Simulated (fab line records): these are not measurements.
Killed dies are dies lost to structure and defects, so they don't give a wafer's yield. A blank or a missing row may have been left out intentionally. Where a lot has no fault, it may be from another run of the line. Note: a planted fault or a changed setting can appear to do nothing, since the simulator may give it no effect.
Comparing a struck lot with a sound one -- flow n5_finfet -- 25 steps out of a route of 1938
Sound: wafers L322.1, L322.2, L322.6. Struck: wafers L323.3, L323.5 (left out: L323.4, a lot-mate that was not struck); the cause follows at the end.
Per side, at each step with rows, come the tool, then ch with its chambers, and then its first start. Under that, the readings that differ: sound wafers -- struck wafers -- difference of the means -- sigmas: that difference in standard deviations of wafers without a fault.
alike: same words and numbers on both sides, and readings whose means sit less than 2 such deviations apart. not compared: any withheld reading, any reading some wafer has no value for, any bound like >300 that may hide the same value, and any number with overlapping values for which the record gives no deviation.
Wherever a step has rows on one side only, a row that says differs or no value, or a row with sigmas, the two part there. When numbers do not overlap yet have no deviation, they are printed without sigmas and do not part them. A reading missing from all wafers of one side parts the sides only when that side holds two or more wafers.

first, 9 steps without rows for these wafers: N5_BEOL_M0_SAQP_EXPOSE_11 (exposes mask M0 CORE, target cd 42 nm); N5_BEOL_M0_SAQP_PEB_12 (peb time 60 s); N5_BEOL_M0_SAQP_DEVELOP_13 (develop time 30 s); N5_BEOL_M0_SAQP_DESCUM_19 (chemistry O2, time 7.9 s); N5_BEOL_M0_SAQP_ETCH_83 (etches SiARC in CF4, target depth 39 nm, time 65 s); N5_BEOL_M0_SAQP_ETCH_84 (etches SOC in N2/H2, target depth 100 nm, overetch 20 nm, time 150 s); N5_BEOL_M0_SAQP_STRIP_80 (strips in N2/H2); N5_BEOL_M0_SAQP_HM_OPEN_112 (chemistry CHF3/O2, target SiO2, stops on a-Si, target depth 12 nm, time 13.5 s); N5_BEOL_M0_SAQP_STRIP_113 (strips in CHF3/O2).
N5_BEOL_M0_SAQP_MANDREL_ETCH_20: etches a-Si in HBr/Cl2, stops on SiNx, target depth 60 nm, bt time 10 s, time 30 s.
  sound on rie_si-05 ch 0,3, day 9 08:28; struck on rie_si-05 ch 3, day 9 11:48
reading,sound,struck,difference,sigmas
rf_fwd_power_W (W),791.2 794.7 795.0,985.2 983.3,+190.6,+68
model.SOC_of_BEOL_M0_SAQP_COAT_81.thk_nm (nm),75.8 75.8 76,73.8 73.4,-2.3,
model.SiNx_of_BEOL_M0_SAQP_PECVD_97.thk_nm (nm),18.2 18.2 18.6,17 16.8,-1,
  alike: bias_w, chamber_pressure_mTorr, drypump_motor_current_A, mfc_cl2_sccm, oes_product_au, throttle_valve_pct
  not compared: rf_hours_counter_h
then, 12 steps without rows for these wafers: N5_BEOL_M0_SAQP_STRIP_86 (strips in N2/H2); N5_BEOL_M0_SAQP_STRIP_115 (strips in post etch residue remover, time 60 s); N5_BEOL_M0_SAQP_SRD_93 (time 30 s); N5_BEOL_M0_SAQP_RECESS_114 (chemistry HF/NH3, target SiO2, target depth 14.4 nm, afs cycles 3, sublimation time 60 s); N5_BEOL_M0_SAQP_SPACER1_ALD_98 (deposits SiO2, target thk 12.8 nm, pulse time 1 s, purge time 2 s); N5_BEOL_M0_SAQP_SPACER1_ETCHBACK_99 (etches SiO2 in CHF3/O2, target depth 15.4 nm, time 7.7 s); N5_BEOL_M0_SAQP_MANDREL1_REMOVE_100 (chemistry HBr/Cl2/O2, target a-Si, stops on SiNx, bt time 10 s); N5_BEOL_M0_SAQP_ETCH_101 (etches SiNx in CH3F/O2, target depth 29.9 nm, time 42.7 s); N5_BEOL_M0_SAQP_ETCH_102 (etches SiO2 in CF4, target depth 4 nm, time 4.4 s); N5_BEOL_M0_SAQP_MANDREL_ETCH_103 (etches a-Si in HBr/Cl2, stops on SiCN, target depth 45 nm, bt time 10 s, time 27 s); N5_BEOL_M0_SAQP_RECESS_104 (chemistry HF/NH3, target SiO2, target depth 18 nm, afs cycles 3, sublimation time 60 s); N5_BEOL_M0_SAQP_COAT_105 (time 60 s, resist thk 100 nm).
N5_BEOL_M0_SAQP_ETCH_106: etches SOC in N2/H2, stops on SiNx, target depth 150 nm.
  sound on rie_diel-01 ch 0,1, day 9 10:32; struck on rie_diel-01 ch 1, day 9 14:38
reading,sound,struck,difference,sigmas
bias_w (W),61.23 61.31 61.43,60.72 61.09,-0.42,-2
model.SiNx_of_BEOL_M0_SAQP_PECVD_97.thk_nm (nm),15.2 15.2 15.6,14 13.8,-1,
  alike: chamber_pressure_mTorr, drypump_motor_current_A, oes_product_au, rf_fwd_power_W, rf_vpp_V, showerhead_plenum_p_Torr, throttle_valve_pct
  not compared: rf_hours_counter_h
then, 1 step without rows for these wafers: N5_BEOL_M0_SAQP_ETCH_107 (etches SiNx in CH3F/O2, target depth 30 nm).
N5_BEOL_M4_RC_MEAS_101:
  sound on prober-02 ch 0, day 11 06:42; struck on prober-01 ch 0, day 11 09:24
reading,sound,struck,difference,sigmas
DIBL_N (mV/V),38.2 36.4 36.0,33.4 31.0,-4.7,-3
DIBL_P (mV/V),39.3 37.2 37.1,34.6 31.5,-4.8,-3
SS_N (mV/dec),72.2 71.9 71.9,70.5 70.5,-1.5,-3
VT_P (mV),-253 -252 -253,-258 -261,-7,-2
  alike: IOFF_N, IOFF_P, ION_N, ION_P, SS_P, VT_N

WHERE THEY PART
First at N5_BEOL_M0_SAQP_MANDREL_ETCH_20; last, within this record, at N5_BEOL_M4_RC_MEAS_101.

WHY: the cause the simulator had injected
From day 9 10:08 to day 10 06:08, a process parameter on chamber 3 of rie_si-05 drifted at N5_BEOL_M0_SAQP_MANDREL_ETCH_20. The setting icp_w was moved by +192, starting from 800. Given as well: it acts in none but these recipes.
